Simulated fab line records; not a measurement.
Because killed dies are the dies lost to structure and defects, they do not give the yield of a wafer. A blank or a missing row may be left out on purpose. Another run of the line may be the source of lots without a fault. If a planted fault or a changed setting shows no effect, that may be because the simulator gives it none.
Chamber matching    flow n5-finfet    rie-diel-05 running N5_BEOL_M2_STRIP_36: 4 sister chambers
The step strips in N2/H2. 4 wafers are shown with their chamber, then 7 later ones without.

## WAFERS, EACH WITH ITS CHAMBER
wafer   chamber  showerhead-plenum-p-Torr (Torr)
L077.4  1        2.58
L078.2  2        2.50
L079.5  3        2.49
L080.4  0        2.65

## WAFERS WITH NO CHAMBER GIVEN
wafer   showerhead-plenum-p-Torr (Torr)
L080.6  2.49
L090.3  2.48
L090.4  2.49
L090.5  2.49
L095.2  2.49
L095.4  2.48
L095.6  2.56

## CHAMBER TAKEN BY EACH
wafer   from the rows above      in truth
L080.6  can't be placed: 3 or 2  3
L090.3  can't be placed: 3 or 2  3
L090.4  can't be placed: 3 or 2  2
L090.5  can't be placed: 3 or 2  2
L095.2  can't be placed: 3 or 2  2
L095.4  can't be placed: 3 or 2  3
L095.6  1                        1
Placed correctly: 1 of 7. Not placeable from these rows: 6 (in 6, the candidates include the true chamber). Number placed wrongly: 0.
How it was worked out, from the rows above alone: a wafer's distance from a chamber is the root of the sum, over the readings, of the square of ((its reading less the chamber's mean) divided by the reading's scatter). If the next closest chamber is less than 2 further off than the closest, the wafer can't be placed; otherwise it belongs to the closest. Each chamber's mean is taken over the wafers shown for it. The scatter: with one shown wafer a chamber, the root of the mean of the squares of how far each hidden wafer lies from its nearest shown one.
